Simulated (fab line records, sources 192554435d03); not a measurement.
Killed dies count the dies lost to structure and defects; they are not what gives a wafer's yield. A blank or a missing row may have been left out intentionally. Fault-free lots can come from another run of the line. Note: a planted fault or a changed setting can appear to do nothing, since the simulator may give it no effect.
Matching of chambers | flow n5Finfet | 4 sister chambers for N5_BEOL_M14_TRENCH_ETCH_34 on rieDiel-01
The step etches SiO2 in C4F8/O2/Ar, target depth 556.65 nm, time 126.9 s. 20 wafers are shown with their chamber, then 10 later ones without.

== EACH WAFER AND ITS CHAMBER ==
wafer  | chamber | rfVppV (V) | showerheadPlenumPTorr (Torr) | drypumpMotorCurrentA (A)
L077.4 | 0       | 2157       | 3.28                         | 6.2
L077.5 | 1       | 2172       | 3.34                         | 6.4
L077.6 | 0       | 2158       | 3.28                         | 6.2
L080.2 | 0       | 2156       | 3.28                         | 6.2
L080.4 | 3       | 2198       | 3.13                         | 5.1
L080.5 | 0       | 2156       | 3.28                         | 6.2
L082.1 | 1       | 2171       | 3.33                         | 6.4
L082.3 | 3       | 2200       | 3.12                         | 5.1
L082.4 | 0       | 2158       | 3.27                         | 6.2
L084.1 | 1       | 2171       | 3.33                         | 6.4
L084.3 | 0       | 2155       | 3.27                         | 6.2
L084.4 | 2       | 2262       | 3.51                         | 5.4
L087.1 | 0       | 2155       | 3.27                         | 6.2
L087.2 | 3       | 2199       | 3.12                         | 5.1
L087.5 | 0       | 2156       | 3.27                         | 6.2
L089.2 | 2       | 2265       | 3.51                         | 5.4
L089.3 | 0       | 2157       | 3.27                         | 6.3
L089.5 | 1       | 2172       | 3.33                         | 6.5
L088.2 | 1       | 2171       | 3.32                         | 6.4
L088.3 | 0       | 2154       | 3.26                         | 6.2

SIGNATURES, as means of the wafers listed above
reading               | chamber 0 | chamber 1 | chamber 2 | chamber 3 | scatter within a chamber
rfVppV                | 2156.20   | 2171.40   | 2263.50   | 2199.00   | 1.21
showerheadPlenumPTorr | 3.2730    | 3.3300    | 3.5100    | 3.1233    | 0.0065
drypumpMotorCurrentA  | 6.210     | 6.420     | 5.400     | 5.100     | 0.0326
Rule: a wafer lies at a distance from a chamber equal to the root of the sum of squares, over the readings, of (its reading less the chamber's mean, divided by the reading's scatter). The wafer belongs to the nearest chamber; if the next one is less than 2 further off, it can't be placed. How the scatter is found: for the shown wafers, subtract from each reading the mean of its chamber, square and add these, divide the total by (wafers less chambers), then take the root.

== WAFERS MISSING THEIR CHAMBER ==
wafer  | rfVppV (V) | showerheadPlenumPTorr (Torr) | drypumpMotorCurrentA (A)
L088.6 | 2263       | 3.50                         | 5.4
L092.1 | 2171       | 3.32                         | 6.5
L092.2 | 2199       | 3.11                         | 5.1
L092.4 | 2154       | 3.26                         | 6.2
L096.2 | 2263       | 3.50                         | 5.4
L096.5 | 2263       | 3.50                         | 5.4
L096.6 | 2154       | 3.26                         | 6.2
L094.1 | 2154       | 3.26                         | 6.2
L094.3 | 2264       | 3.50                         | 5.4
L094.4 | 2262       | 3.50                         | 5.4

== WHICH CHAMBER EACH WENT THROUGH ==
wafer  | from the rows above | in truth
L088.6 | 2                   | 2
L092.1 | 1                   | 1
L092.2 | 3                   | 3
L092.4 | 0                   | 0
L096.2 | 2                   | 2
L096.5 | 2                   | 2
L096.6 | 0                   | 0
L094.1 | 0                   | 0
L094.3 | 2                   | 2
L094.4 | 2                   | 2
Correctly placed: 10 of 10. From these rows, 0 cannot be placed. 0 placed wrongly.
